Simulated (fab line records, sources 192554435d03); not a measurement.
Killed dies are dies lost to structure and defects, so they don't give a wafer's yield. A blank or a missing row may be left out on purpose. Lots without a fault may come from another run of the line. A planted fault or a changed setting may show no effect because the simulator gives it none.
fab line records | flow n5_finfet
record lots=5 wafers=15 last_day=18
route steps=1938 shown BEOL_M4@1099 BEOL_M5@1112 BEOL_M10@1511 PASSIVATION@1936
lots that met no fault: from a run of the same line without faults
start_h: hours from the record's first day to the start of the lot's first wafer shown | wait_h: hours since the lot's step before | " the same as in the row above | L1.1+2: a row that stands for several wafers | - no value, or no start given | * or withheld: withheld | < > ~ a bound
route shown NAME@n: a module of which the file shows steps, and the number in the route of the first | usual: mean/standard deviation of fault-free wafers | same: alike in all rows | chamber/n: place in a boat | sites: the reading at each site | _std_site: their standard deviation | _edge_site: outer sites' mean less inner sites' | radius_mm: how far each site lies from the wafer's centre | mask NAME#n: copy n | behind: the tool/chamber that last shaped the wafer | hold: why the lot was held/for how many hours/how that ended | device: the transistor (n, p or np) that didn't switch | end of line: the same wafers' tests at the end of the route | a step without rows: its recipe alone | killed: dies lost to structure and defects at the first sort, not the wafer's yield | map: a wafer's dies, x killed, . not, _ none there
set.NAME: the setting as run; set.NAME@STEP: as run at that earlier step | model.NAME: the simulator's own value behind a step, which no gauge read
lots at some steps of the route; a table a step, a row a wafer
services: from which hour (start_h, from the record's first day; less than 0 if before it) a tool's chamber was out of use, for how many hours, and why
## steps
# step N5_BEOL_M4_ANNEAL_95
# recipe temp_c=400 time_s=240 ambient=vacuum
# step N5_BEOL_M4_SPUTTER_96
# recipe material=Cu target_thk_a=45 temp_c=-20 chamber_pressure_pa=0.07 power_w=withheld time_s=8.29
# step N5_BEOL_M4_ECD_50
# recipe material=Cu target_thk_a=3000
# step N5_BEOL_M4_ANNEAL_51
# recipe temp_c=225 time_s=90 ambient=N2
# step N5_BEOL_M4_CMP_52
# recipe stop_on=SiOC t_overpolish_s=6.8 down_force_psi=1 platen_rpm=50 clearing_platen_down_force_psi=1.5 clearing_platen_rpm=50 post_cmp_clean=cu_alkaline target_thk_nm=40 clearing_platen_pad_velocity_m_s=0.99484 pad_velocity_m_s=0.99484
# step N5_BEOL_M4_PRE_CLEAN_60
# recipe gas=NH3/H2 time_s=15 temp_c=* rf_power_w=300
# step N5_BEOL_M4_CO_CAP_55
# recipe material=Co target_thk_a=20 temp_c=200 precursor=CCTBA/H2 pressure_torr=30 time_s=102.1
# step N5_BEOL_M4_PRE_CLEAN_56
# recipe gas=NH3 time_s=15 temp_c=withheld rf_power_w=300
# step N5_BEOL_M4_DEP_57
# recipe material=SiCN target_thk_a=80 temp_c=withheld precursor=3MS/NH3 pressure_torr=3 rf_w=202 time_s=14
# step N5_BEOL_M4_RC_MEAS_101
# usual DIBL_N=37.0/2.3 DIBL_P=37.3/2.8 IOFF_N=0.17/0.046 IOFF_P=0.23/0.054 ION_N=675/14 ION_P=460/9.3 SS_N=71.7/0.73 SS_P=73.6/0.95 VT_N=249/3.9 VT_P=-250/3.9
# columns lot.wafer tool chamber start_h wait_h DIBL_N[mV/V] DIBL_P[mV/V] IOFF_N[nA/um] IOFF_P[nA/um] ION_N[uA/um] ION_P[uA/um] SS_N[mV/dec] SS_P[mV/dec] VT_N[mV] VT_P[mV]
L869.1 prober-01 0 275.30 0.0 38.0 38.8 0.17 0.22 671 458 71.5 73.4 249 -253
L869.2 " 0 " " 36.8 37.0 0.16 0.20 687 464 71.2 73.2 249 -253
L869.4 " 0 " " 38.4 38.4 0.18 0.21 684 464 72.2 73.4 248 -252
L872.2 prober-01 0 286.86 0.2 32.4 33.9 0.12 0.14 668 449 72.0 71.9 252 -257
L872.3 " 0 " " 31.7 34.1 0.11 0.15 659 455 70.6 72.5 255 -256
L872.5 " 0 " " 33.6 35.0 0.13 0.16 662 448 71.6 73.5 253 -254
L874.1 prober-01 0 301.78 0.0 34.9 34.2 0.13 0.16 656 450 71.0 71.9 256 -255
L874.2 " 0 " " 36.4 37.6 0.16 0.20 681 464 71.2 73.6 252 -253
L874.5 " 0 " " 33.0 33.7 0.11 0.16 664 457 70.9 72.2 255 -254
L875.2 prober-01 0 308.62 0.2 39.6 37.7 0.20 0.23 664 454 72.1 73.7 244 -255
L875.3 " 0 " " 37.4 36.2 0.14 0.21 645 443 72.1 73.6 253 -253
L875.4 " 0 " " 37.9 36.0 0.15 0.19 664 451 71.7 73.2 255 -253
L877.1 prober-01 0 317.82 0.0 38.0 41.1 0.18 0.23 674 454 72.3 74.7 250 -254
L877.2 " 0 " " 38.0 40.4 0.19 0.21 681 459 72.0 73.8 250 -251
L877.5 " 0 " " 37.7 39.3 0.19 0.20 666 449 72.0 74.9 249 -256
# step N5_BEOL_M5_ILD_DEP_00
# recipe material=SiCOH_lowk target_thk_a=1406.4 temp_c=300 precursor=DEMS/porogen pressure_torr=5 rf_w=500 time_s=25.9
# step N5_BEOL_M5_CURE_79
# recipe temp_c=385 time_s=240 ambient=He/Ar material=SiCOH_lowk
# step N5_BEOL_M5_PECVD_70
# recipe material=SiO2 target_thk_a=160 temp_c=400 precursor=TEOS/O2 pressure_torr=5.5 rf_w=450 teos_flow_sccm=53.8 gas=O2 flow_sccm=3000 time_s=18
# step N5_BEOL_M5_HM_DEP_02
# recipe material=TiN target_thk_a=200 temp_c=25 chamber_pressure_pa=0.49996
# step N5_BEOL_M5_COAT_59
# recipe resist=SOC temp_c=250 time_s=60 spin_rpm=1500 resist_thk_nm=60
# step N5_BEOL_M5_COAT_60
# recipe resist=SiARC temp_c=220 time_s=60 spin_rpm=1500 resist_thk_nm=12
# step N5_BEOL_M5_COAT_71
# recipe resist=underlayer temp_c=205 time_s=60 spin_rpm=1500 resist_thk_nm=5
# step N5_BEOL_M5_COAT_05
# recipe resist=CAR-EUV spin_rpm=1500 resist_thk_nm=30
# step N5_BEOL_M5_EBR_07
# recipe solvent=PGMEA ebr_width_mm=1.5
# step N5_BEOL_M5_SOFTBAKE_06
# recipe temp_c=110 time_s=60 resist=CAR-EUV
# step N5_BEOL_M5_EXPOSE_08
# recipe mask_id=M5 na=0.33 source_shape=annular sigma_inner=0.4 sigma_outer=0.8 polarization=unpolarized target_cd_nm=28 dose_mj=35.75
# step N5_BEOL_M5_PEB_09
# recipe peb_temp_c=100 peb_time_s=60 resist=CAR-EUV
# step N5_BEOL_M5_DEVELOP_10
# recipe develop_time_s=30 developer=TMAH resist=CAR-EUV rinse_liquid=surfactant_rinse dry=air_spin dev_temp_c=23
# step N5_BEOL_M5_DESCUM_16
# recipe chemistry=O2 time_s=7 source_power_w=50 bias_power_w=20 pressure_mtorr=20 rf_frequency_hz=2.712e+07 temp_c=40 resist=CAR-EUV o2_flow_sccm=225
# step N5_BEOL_M5_ETCH_72
# recipe chemistry=N2/H2 target=underlayer target_depth_a=65 mask_material=CAR-EUV time_s=5.2 ion_energy_ev=200 pressure_mtorr=30 source_w=840 bias_w=150 n2_flow_sccm=200 h2_flow_sccm=200 ends=cleared
# step N5_BEOL_M5_ETCH_61
# recipe chemistry=CF4 target=SiARC target_depth_a=156 mask_material=CAR-EUV time_s=26 ion_energy_ev=80 pressure_mtorr=40 source_w=545 bias_w=36 Ar_flow_sccm=100 cf4_flow_sccm=100 ends=cleared
# step N5_BEOL_M5_ETCH_62
# recipe chemistry=N2/H2 target=SOC target_depth_a=750 overetch_a=150 mask_material=SiARC temp_c=40 time_s=112.5 ion_energy_ev=200 pressure_mtorr=30 source_w=840 bias_w=150 n2_flow_sccm=200 h2_flow_sccm=200
# step N5_BEOL_M5_STRIP_63
# recipe chemistry=N2/H2 temp_c=40 n2_flow_sccm=200 h2_flow_sccm=200 rf_frequency_hz=6e+07
# step N5_BEOL_M5_STRIP_73
# recipe chemistry=N2/H2 temp_c=40 n2_flow_sccm=200 h2_flow_sccm=200 rf_frequency_hz=6e+07
# step N5_BEOL_M5_STRIP_64
# recipe chemistry=CF4 resist=SiARC power_w=300 bias_power_w=75 pressure_mtorr=50 cf4_flow_sccm=150 rf_frequency_hz=6e+07
# step N5_BEOL_M5_HM_OPEN_17
# recipe chemistry=Cl2/BCl3 target_depth_a=200 overetch_a=60 target=TiN mask_material=SOC ion_energy_ev=150 pressure_mtorr=10 icp_w=1000 bias_w=126 Cl2_flow_sccm=53.25 bcl3_flow_sccm=21.75 Ar_flow_sccm=25
# step N5_BEOL_M5_STRIP_19
# recipe chemistry=O2 power_w=400 temp_c=40 pressure_mtorr=30 rf_frequency_hz=6e+07 bias_power_w=0 overash_fraction=0.2 o2_flow_sccm=225
# step N5_BEOL_M5_COAT_65
# recipe resist=SOC temp_c=250 time_s=60 spin_rpm=1500 resist_thk_nm=60
# step N5_BEOL_M5_COAT_66
# recipe resist=SiARC temp_c=220 time_s=60 spin_rpm=1500 resist_thk_nm=12
# step N5_BEOL_M10_STRIP_36
# recipe chemistry=N2/H2 power_w=450 temp_c=40 pressure_mtorr=20 rf_frequency_hz=6e+07 overash_fraction=0.3 bias_power_w=7 h2_frac=0.5 n2_flow_sccm=200 h2_flow_sccm=200
# usual bias_power_w=7.003/0.022 chamber_pressure_mTorr=20.00/0.04 drypump_motor_current_A=5.6/0.47 n2_flow_sccm=199.9/0.58 oes_product_au=0.78/0.088 rf_vpp_V=59.2/2.1 showerhead_plenum_p_Torr=2.54/0.096 throttle_valve_pct=23.4/0.4
# columns lot.wafer tool chamber start_h wait_h bias_power_w chamber_pressure_mTorr drypump_motor_current_A n2_flow_sccm oes_product_au rf_hours_counter_h rf_vpp_V showerhead_plenum_p_Torr throttle_valve_pct model.SOC_of_BEOL_M10_COAT_63.thk_nm
L869.1 rie_diel-01 2 336.40 0.0 7.007 19.87 5.5 200.5 0.87 67 61.5 2.68 23.1 0
L869.2 " 0 " " 7.007 20.01 6.0 200.0 0.93 10 60.0 2.60 23.6 0
L869.4 " 3 " " 7.022 20.07 5.7 200.2 0.81 - 60.9 2.46 23.1 0
L872.2 rie_diel-01 3 345.51 0.0 - - - - - - - - - 91.6
L872.3 " 0 " " - - - - - - - - - 91.4
L872.5 " 2 " " - - - - - - - - - 91.4
L874.1 rie_diel-01 3 354.65 0.0 - - - - - - - - - 92.8
L874.2 " 2 " " - - - - - - - - - 92.4
L874.5 " 3 " " - - - - - - - - - 93.2
L875.2 rie_diel-03 1 354.85 0.0 - - - - - - - - - 91.8
L875.3 " 3 " " - - - - - - - - - 92.2
L875.4 " 0 " " - - - - - - - - - 92.2
L877.1 rie_diel-03 1 372.75 0.0 7.042 19.98 5.4 200.0 0.78 94 59.7 2.43 22.9 0
L877.2 " 0 " " 7.017 20.04 5.2 200.1 0.79 80 58.6 2.66 23.5 0
L877.5 " 0 " " 7.027 19.99 5.2 199.6 0.80 - 61.4 2.66 23.5 0
# step N5_BEOL_M10_ETCH_41
# recipe chemistry=CH3F/O2 target=SiCN target_depth_a=426 taper_deg=2 time_s=86 ion_energy_ev=120 mask_material=TiN pressure_mtorr=30 source_w=395 bias_w=75 Ar_flow_sccm=150 CH3F_flow_sccm=30 O2_flow_sccm=20
# usual drypump_motor_current_A=5.6/0.47 oes_product_au=0.79/0.086 rf_vpp_V=297.5/1.8 showerhead_plenum_p_Torr=2.01/0.081 throttle_valve_pct=16.20/0.27
# columns lot.wafer tool chamber start_h wait_h drypump_motor_current_A oes_product_au rf_hours_counter_h rf_vpp_V showerhead_plenum_p_Torr throttle_valve_pct model.SOC_of_BEOL_M10_COAT_63.thk_nm
L869.1 rie_diel-01 2 - - 5.5 0.84 67 298.9 2.11 15.97 0
L869.2 " 0 " " 6.0 0.95 10 297.8 2.04 16.03 0
L869.4 " 3 " " 5.7 0.81 - 297.0 1.94 15.97 0
L872.2 rie_diel-01 3 345.59 0.0 5.7 0.81 68 297.1 1.94 15.97 65
L872.3 " 0 " " 6.0 0.94 15 297.7 2.04 16.07 63.2
L872.5 " 2 " " 5.5 0.84 - 298.6 2.11 15.98 63.8
L874.1 rie_diel-01 3 354.73 0.0 5.7 0.80 73 295.2 1.94 15.98 66.4
L874.2 " 2 " " 5.5 0.84 76 300.4 2.11 15.99 65
L874.5 " 3 " " 5.7 0.81 - 296.0 1.94 15.98 66.6
L875.2 rie_diel-03 1 354.93 0.0 5.4 0.80 86 295.8 1.95 16.00 64.2
L875.3 " 3 " " 6.4 0.72 191 294.8 1.90 16.63 65
L875.4 " 0 " " 5.2 0.80 72 301.0 2.14 16.26 65.8
L877.1 rie_diel-03 1 - - 5.4 0.79 94 295.5 1.94 16.00 0
L877.2 " 0 " " 5.2 0.80 80 299.8 2.14 16.29 0
L877.5 " 0 " " 5.2 0.80 - 299.5 2.14 16.28 0
# step N5_PASSIVATION_PROBE_49
# usual defect_limited_yield=91.5/1.3 killed_at_M0_to_M3=36/10 killed_at_M4_up=13/4.7 killed_at_contacts=13/6.7 killed_at_front_end=37/9.7 killed_at_other=2.6/2.3 killed_dies=101/15 killed_on_rim=14/4.3 killed_open=67/12 killed_short=32/6.7 sort_bin_5_function=5.0/0.89 sort_bin_6_memory=3.2/0.63 sort_n_pass=1079/16 sort_yield_pct=91.4/1.4
# same gross_dies=1180 killed_at_back_side=0 sort_bin_4_leakage[%]=0 sort_bin_8_speed[%]=0
# columns lot.wafer tool chamber start_h wait_h defect_limited_yield[%] killed_at_M0_to_M3 killed_at_M4_up killed_at_contacts killed_at_front_end killed_at_other killed_dies killed_on_rim killed_open killed_short sort_bin_5_function[%] sort_bin_6_memory[%] sort_n_pass sort_yield_pct[%]
L869.1 prober-01 - 383.11 0.0 93.3 19 9 24 20 7 79 13 44 35 4.2 2.5 1101 93.3
L869.2 prober-01 - 383.16 0.1 90.7 36 9 24 33 8 110 20 70 40 4.9 4.1 1070 90.7
L869.4 prober-01 - 383.26 0.2 91.2 20 13 33 33 5 104 12 79 24 5.1 3.3 1076 91.2
L872.2 prober-02 - 402.43 0.1 0 21 1113 4 37 5 1180 152 46 32 97.0 2.7 0 0
L872.3 prober-02 - 402.48 0.1 0 21 1113 5 40 1 1180 152 59 23 97.0 2.9 0 0
L872.5 prober-02 - 402.58 0.2 0 37 1077 2 64 0 1180 152 84 40 96.5 3.1 0 0
L874.1 prober-02 - 404.37 0.0 0 21 1114 7 36 2 1180 152 51 24 97.3 2.5 0 0
L874.2 prober-02 - 404.42 0.1 0 40 1070 11 57 2 1180 152 75 40 95.8 3.8 0 0
L874.5 prober-02 - 404.57 0.2 0 20 1095 5 57 3 1180 152 69 30 96.8 2.9 0 0
L875.2 prober-02 - 415.86 0.1 0 25 1103 9 40 3 1180 152 54 29 97.4 2.5 0 0
L875.3 prober-02 - 415.91 0.1 0 29 1081 25 42 3 1180 152 63 43 95.8 3.8 0 0
L875.4 prober-02 - 415.96 0.2 0 33 1073 20 52 2 1180 152 88 39 95.4 4.2 0 0
L877.1 prober-02 - 437.77 0.9 90.3 53 17 11 32 1 114 11 80 34 5.7 3.6 1066 90.3
L877.2 prober-02 - 437.82 1.0 90.2 61 7 11 35 2 116 17 86 28 5.3 4.5 1064 90.2
L877.5 prober-02 - 437.97 1.1 89.4 50 19 21 34 1 125 11 84 40 6.6 3.4 1055 89.4
# killed by level:class
L869.1 MOL_CONTACT_COAG:geometric_particle:open=16 MOL_CONTACT_COAG:geometric_particle:short=8 FIN_SAQP:geometric_particle:short=6 BEOL_M0_SAQP:geometric_particle:open=5 FIN_SAQP:geometric_particle:open=3 STI_FIN_REVEAL:geometric_particle:short=3 BEOL_M0_SAQP:geometric_particle:short=3 BEOL_M3:geometric_particle:open=3
L869.2 MOL_CONTACT_COAG:geometric_particle:open=17 FIN_SAQP:geometric_particle:open=13 FIN_SAQP:geometric_particle:short=10 MOL_CONTACT_COAG:geometric_particle:short=7 BEOL_M0_SAQP:geometric_particle:open=7 BEOL_M3:geometric_particle:open=7 BEOL_M0_SAQP:geometric_particle:short=6 BEOL_M2:geometric_particle:open=6
L869.4 MOL_CONTACT_COAG:geometric_particle:open=30 FIN_SAQP:geometric_particle:open=12 FIN_SAQP:geometric_particle:short=9 BEOL_M1:geometric_particle:open=8 BEOL_M4:geometric_particle:open=8 BEOL_M3:geometric_particle:open=6 BEOL_M6:geometric_particle:open=4 PASS1_CAP:geometric_particle:short=4
L872.2 BEOL_M10:area_ald=1099 FIN_SAQP:geometric_particle:open=9 DUMMY_GATE:geometric_particle:open=7 FIN_SAQP:geometric_particle:short=6 DUMMY_GATE:geometric_particle:short=5 BEOL_M3:geometric_particle:open=4 BEOL_M0:geometric_particle:open=3 BEOL_M0_SAQP:geometric_particle:short=3
L872.3 BEOL_M10:area_ald=1097 STI_FIN_REVEAL:geometric_particle:open=13 BEOL_M4:geometric_particle:open=9 FIN_SAQP:geometric_particle:open=5 GATE_CUT:geometric_particle:short=5 MOL_CONTACT_COAG:geometric_particle:open=4 BEOL_M1:geometric_particle:open=4 FIN_SAQP:geometric_particle:short=3
L872.5 BEOL_M10:area_ald=1055 FIN_SAQP:geometric_particle:open=24 FIN_SAQP:geometric_particle:short=14 BEOL_M0_SAQP:geometric_particle:open=12 BEOL_M0_SAQP:geometric_particle:short=7 BEOL_M4:geometric_particle:open=7 DUMMY_GATE:geometric_particle:open=5 BEOL_M1:geometric_particle:open=5
L874.1 BEOL_M10:area_ald=1103 BEOL_M2:geometric_particle:open=11 STI_FIN_REVEAL:geometric_particle:open=7 FIN_SAQP:geometric_particle:open=6 DUMMY_GATE:geometric_particle:open=5 GATE_CUT:geometric_particle:open=5 GATE_CUT:geometric_particle:short=5 MOL_CONTACT_COAG:geometric_particle:open=5
L874.2 BEOL_M10:area_ald=1064 FIN_SAQP:geometric_particle:open=14 FIN_SAQP:geometric_particle:short=11 STI_FIN_REVEAL:geometric_particle:open=11 BEOL_M0_SAQP:geometric_particle:short=10 BEOL_M0_SAQP:geometric_particle:open=8 BEOL_M2:geometric_particle:open=8 MOL_CONTACT_COAG:geometric_particle:open=7
L874.5 BEOL_M10:area_ald=1080 FIN_SAQP:geometric_particle:open=13 STI_FIN_REVEAL:geometric_particle:open=11 FIN_SAQP:geometric_particle:short=9 BEOL_M2:geometric_particle:open=9 DUMMY_GATE:geometric_particle:open=7 BEOL_M4:geometric_particle:open=6 GATE_CUT:geometric_particle:open=5
L875.2 BEOL_M10:area_ald=1093 FIN_SAQP:geometric_particle:open=8 MOL_CONTACT_COAG:geometric_particle:open=7 BEOL_M1:geometric_particle:open=6 STI_FIN_REVEAL:geometric_particle:open=5 GATE_CUT:geometric_particle:short=5 FIN_SAQP:geometric_particle:short=4 BEOL_M3:geometric_particle:open=4
L875.3 BEOL_M10:area_ald=1072 MOL_CONTACT_COAG:geometric_particle:open=20 STI_FIN_REVEAL:geometric_particle:open=12 BEOL_M2:geometric_particle:open=8 FIN_SAQP:geometric_particle:short=6 BEOL_M1:geometric_particle:short=6 GATE_CUT:geometric_particle:short=5 MOL_CONTACT_COAG:geometric_particle:short=5
L875.4 BEOL_M10:area_ald=1052 STI_FIN_REVEAL:geometric_particle:open=20 MOL_CONTACT_COAG:geometric_particle:open=15 FIN_SAQP:geometric_particle:short=11 BEOL_M2:geometric_particle:open=8 FIN_SAQP:geometric_particle:open=5 MOL_CONTACT_COAG:geometric_particle:short=5 BEOL_M0_SAQP:geometric_particle:short=5
L877.1 BEOL_M3:geometric_particle:open=11 MOL_CONTACT_COAG:geometric_particle:open=9 BEOL_M1:geometric_particle:open=8 BEOL_M2:geometric_particle:open=8 BEOL_M0_SAQP:geometric_particle:open=7 BEOL_M1:geometric_particle:short=6 STARTING-WAFER:geometric_particle:open=6 FIN_SAQP:geometric_particle:open=5
L877.2 BEOL_M0_SAQP:geometric_particle:open=17 BEOL_M2:geometric_particle:open=16 STI_FIN_REVEAL:geometric_particle:open=12 MOL_CONTACT_COAG:geometric_particle:open=10 BEOL_M3:geometric_particle:open=10 BEOL_M0_SAQP:geometric_particle:short=9 FIN_SAQP:geometric_particle:open=4 FIN_SAQP:geometric_particle:short=4
L877.5 MOL_CONTACT_COAG:geometric_particle:open=17 FIN_SAQP:geometric_particle:open=12 BEOL_M0_SAQP:geometric_particle:open=11 BEOL_M0_SAQP:geometric_particle:short=11 BEOL_M1:geometric_particle:open=7 BEOL_M2:geometric_particle:open=6 BEOL_M3:geometric_particle:open=6 FIN_SAQP:geometric_particle:short=5
# map L872.2 (x killed, . not)
_________________xxxxxxxxxxxx________________
______________xxxxxxxxxxxxxxxxxx_____________
___________xxxxxxxxxxxxxxxxxxxxxxxx__________
__________xxxxxxxxxxxxxxxxxxxxxxxxxx_________
________xxxxxxxxxxxxxxxxxxxxxxxxxxxxxx_______
_______xxxxxxxxxxxxxxxxxxxxxxxxxxxxxxxx______
______xxxxxxxxxxxxxxxxxxxxxxxxxxxxxxxxxx_____
_____xxxxxxxxxxxxxxxxxxxxxxxxxxxxxxxxxxxx____
____xxxxxxxxxxxxxxxxxxxxxxxxxxxxxxxxxxxxxx___
___xxxxxxxxxxxxxxxxxxxxxxxxxxxxxxxxxxxxxxxx__
___xxxxxxxxxxxxxxxxxxxxxxxxxxxxxxxxxxxxxxxx__
__xxxxxxxxxxxxxxxxxxxxxxxxxxxxxxxxxxxxxxxxxx_
__xxxxxxxxxxxxxxxxxxxxxxxxxxxxxxxxxxxxxxxxxx_
_xxxxxxxxxxxxxxxxxxxxxxxxxxxxxxxxxxxxxxxxxxxx
_xxxxxxxxxxxxxxxxxxxxxxxxxxxxxxxxxxxxxxxxxxxx
_xxxxxxxxxxxxxxxxxxxxxxxxxxxxxxxxxxxxxxxxxxxx
_xxxxxxxxxxxxxxxxxxxxxxxxxxxxxxxxxxxxxxxxxxxx
_xxxxxxxxxxxxxxxxxxxxxxxxxxxxxxxxxxxxxxxxxxxx
_xxxxxxxxxxxxxxxxxxxxxxxxxxxxxxxxxxxxxxxxxxxx
_xxxxxxxxxxxxxxxxxxxxxxxxxxxxxxxxxxxxxxxxxxxx
_xxxxxxxxxxxxxxxxxxxxxxxxxxxxxxxxxxxxxxxxxxxx
__xxxxxxxxxxxxxxxxxxxxxxxxxxxxxxxxxxxxxxxxxx_
__xxxxxxxxxxxxxxxxxxxxxxxxxxxxxxxxxxxxxxxxxx_
___xxxxxxxxxxxxxxxxxxxxxxxxxxxxxxxxxxxxxxxx__
___xxxxxxxxxxxxxxxxxxxxxxxxxxxxxxxxxxxxxxxx__
____xxxxxxxxxxxxxxxxxxxxxxxxxxxxxxxxxxxxxx___
_____xxxxxxxxxxxxxxxxxxxxxxxxxxxxxxxxxxxx____
______xxxxxxxxxxxxxxxxxxxxxxxxxxxxxxxxxx_____
_______xxxxxxxxxxxxxxxxxxxxxxxxxxxxxxxx______
________xxxxxxxxxxxxxxxxxxxxxxxxxxxxxx_______
__________xxxxxxxxxxxxxxxxxxxxxxxxxx_________
___________xxxxxxxxxxxxxxxxxxxxxxxx__________
______________xxxxxxxxxxxxxxxxxx_____________
_________________xxxxxxxxxxxx________________
# map L874.1 (x killed, . not)
_________________xxxxxxxxxxxx________________
______________xxxxxxxxxxxxxxxxxx_____________
___________xxxxxxxxxxxxxxxxxxxxxxxx__________
__________xxxxxxxxxxxxxxxxxxxxxxxxxx_________
________xxxxxxxxxxxxxxxxxxxxxxxxxxxxxx_______
_______xxxxxxxxxxxxxxxxxxxxxxxxxxxxxxxx______
______xxxxxxxxxxxxxxxxxxxxxxxxxxxxxxxxxx_____
_____xxxxxxxxxxxxxxxxxxxxxxxxxxxxxxxxxxxx____
____xxxxxxxxxxxxxxxxxxxxxxxxxxxxxxxxxxxxxx___
___xxxxxxxxxxxxxxxxxxxxxxxxxxxxxxxxxxxxxxxx__
___xxxxxxxxxxxxxxxxxxxxxxxxxxxxxxxxxxxxxxxx__
__xxxxxxxxxxxxxxxxxxxxxxxxxxxxxxxxxxxxxxxxxx_
__xxxxxxxxxxxxxxxxxxxxxxxxxxxxxxxxxxxxxxxxxx_
_xxxxxxxxxxxxxxxxxxxxxxxxxxxxxxxxxxxxxxxxxxxx
_xxxxxxxxxxxxxxxxxxxxxxxxxxxxxxxxxxxxxxxxxxxx
_xxxxxxxxxxxxxxxxxxxxxxxxxxxxxxxxxxxxxxxxxxxx
_xxxxxxxxxxxxxxxxxxxxxxxxxxxxxxxxxxxxxxxxxxxx
_xxxxxxxxxxxxxxxxxxxxxxxxxxxxxxxxxxxxxxxxxxxx
_xxxxxxxxxxxxxxxxxxxxxxxxxxxxxxxxxxxxxxxxxxxx
_xxxxxxxxxxxxxxxxxxxxxxxxxxxxxxxxxxxxxxxxxxxx
_xxxxxxxxxxxxxxxxxxxxxxxxxxxxxxxxxxxxxxxxxxxx
__xxxxxxxxxxxxxxxxxxxxxxxxxxxxxxxxxxxxxxxxxx_
__xxxxxxxxxxxxxxxxxxxxxxxxxxxxxxxxxxxxxxxxxx_
___xxxxxxxxxxxxxxxxxxxxxxxxxxxxxxxxxxxxxxxx__
___xxxxxxxxxxxxxxxxxxxxxxxxxxxxxxxxxxxxxxxx__
____xxxxxxxxxxxxxxxxxxxxxxxxxxxxxxxxxxxxxx___
_____xxxxxxxxxxxxxxxxxxxxxxxxxxxxxxxxxxxx____
______xxxxxxxxxxxxxxxxxxxxxxxxxxxxxxxxxx_____
_______xxxxxxxxxxxxxxxxxxxxxxxxxxxxxxxx______
________xxxxxxxxxxxxxxxxxxxxxxxxxxxxxx_______
__________xxxxxxxxxxxxxxxxxxxxxxxxxx_________
___________xxxxxxxxxxxxxxxxxxxxxxxx__________
______________xxxxxxxxxxxxxxxxxx_____________
_________________xxxxxxxxxxxx________________
## services
# columns tool chamber start_h hours kind
rie_diel-01 1 330.90 18.3 repair
rie_diel-03 2 357.16 20.5 repair
## key
first_sign step=N5_BEOL_M10_STRIP_36 reading=tool_record direction=missing
effect step=N5_PASSIVATION_PROBE_49 reading=killed_at_M4_up direction=up sigmas=99+ usual=13 struck=1093
model_effect step=N5_BEOL_M10_STRIP_36 value=SOC_of_BEOL_M10_COAT_63.thk_nm without=0 struck=92.11
model_effect step=N5_BEOL_M10_ETCH_41 value=SOC_of_BEOL_M10_COAT_63.thk_nm without=0 struck=65
more_kills_born_at N5_BEOL_M10_ALD_74@ald_metal-04=3251 N5_BEOL_M10_ALD_74@ald_metal-01=3247 N5_BEOL_M10_ALD_74@ald_metal-02=3217
met_at N5_BEOL_M10_STRIP_36
struck_wafers L872.2,L872.3,L872.5,L874.1,L874.2,L874.5,L875.2,L875.3,L875.4
later_rows_left_out L872.2,L872.3,L872.5,L874.1,L874.2,L874.5,L875.2,L875.3,L875.4
onset_between 336.40 345.51
fault kind=skipped_step_whole tool=rie_diel-01,rie_diel-03 chamber=- onset_h=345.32 steps=N5_BEOL_M10_STRIP_36 scope=struck_lots_only
# later_rows_left_out: the simulator's readings of these wafers behind a module that went badly wrong aren't trusted and aren't shown, but for the sort
